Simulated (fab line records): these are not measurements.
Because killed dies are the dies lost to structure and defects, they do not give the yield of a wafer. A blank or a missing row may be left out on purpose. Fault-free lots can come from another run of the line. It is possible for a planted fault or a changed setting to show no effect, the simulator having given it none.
Problem report, 8D (eight disciplines) form, completed by code | flow nand harc | the parts of the form that need people (team, actions taken, sign-off) are left out

== 1. THE ISSUE ==
Mean of time to endpoint s at NHARC_P_M2_CMP_23: 46 s across 2 wafers in 2 lots; on wafers with no fault it is 29 s (standard deviation 3). Measured from the usual mean, that is +5.5 standard deviations.
The step: polishes, t overpolish 20 s, target thk 144.3 nm.
Earliest sighting: wafer L737.6 on cmp-04 at day 14 14:06. The record holds 36 wafers of 12 lots with a number at this step. Rule for "out", or "out of limits": more than 4 standard deviations from the usual mean. The rest of the wafers with a number are treated as sound.

== 2. WHAT IT IS; WHAT IT IS NOT ==
question                    | is                 | is not
which readings at this step | time to endpoint s | motor current A, slurry filter dp kPa, slurry flow ml min
which lots                  | L737, L738         | L717, L718, L719, L721, L722, L725, L726, L727, L728, L740
which wafers of those lots  | L737.6, L738.2     | L737.3, L737.5, L738.4, L738.6
read on which tools         | cmp-03, cmp-04     | cmp-02
when                        | from day 14 14:06  | up to then (29 sound wafers); but 5 sound wafers of L738, L740 came after

== 3. SUSPECTS, AND WHAT RULES EACH OUT ==
Counting: any tool at a process step up to the reading remains a suspect provided it ran every lot that is out. Sound lots after the first of them don't rule it out here, since some wafers of a struck lot are sound.
- pvd sputter-02 at NHARC_P_M2_PRE_CLEAN_30 (time 30 s): kept. It processed each lot that is out (first: L737, day 14 13:29); up to then, its last sound lot is L728 (day 11 03:14). Because NHARC_P_M2_PRE_CLEAN_30 lacks a start for some lots, the hours and order of its lots are taken from NHARC_P_M2_ECD_22.
- ecd cu-02 at NHARC_P_M2_ECD_22 (material Cu, target thk 400 nm): kept. It processed each lot that is out (first: L737, day 14 13:29); up to then, its last sound lot is L727 (day 10 19:26).
Left after counting: pvd sputter-02 at NHARC_P_M2_PRE_CLEAN_30, ecd cu-02 at NHARC_P_M2_ECD_22.

== 4. THE CAUSE (what the simulator had put in) ==
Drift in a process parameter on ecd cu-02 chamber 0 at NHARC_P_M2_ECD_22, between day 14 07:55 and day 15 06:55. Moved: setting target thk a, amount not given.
This tool is one of the 2 suspects left after counting.

== 5. THE CHAIN OF EFFECTS, in route order ==
Each row: a reading whose mean over the struck wafers that have a number lies more than 3 standard deviations from the usual. Scope: only readings with a usual standard deviation given in the record; hours: median across lots of the time from each lot's start at the first step in this table that gives one to its start at this step; sigmas: change in usual standard deviations.
hours | step              | reading            | usual | on struck wafers | change | sigmas
0     | NHARC_P_M2_CMP_23 | time to endpoint s | 29 s  | 46               | +16    | +5.5
Its process steps:
- NHARC_P_M2_CMP_23: polishes, t overpolish 20 s, target thk 144.3 nm.

== 6. HOW IT WOULD HAVE BEEN CAUGHT EARLIER ==
6 hours passed between the start of the fault at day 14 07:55 and the first reading out of limits in this record, taken at day 14 14:06.
Of the lots that are out (2), L738 began NHARC_P_M2_ECD_22 on ecd cu-02 after day 14 14:06. A hold on the tool at that time would have spared it.
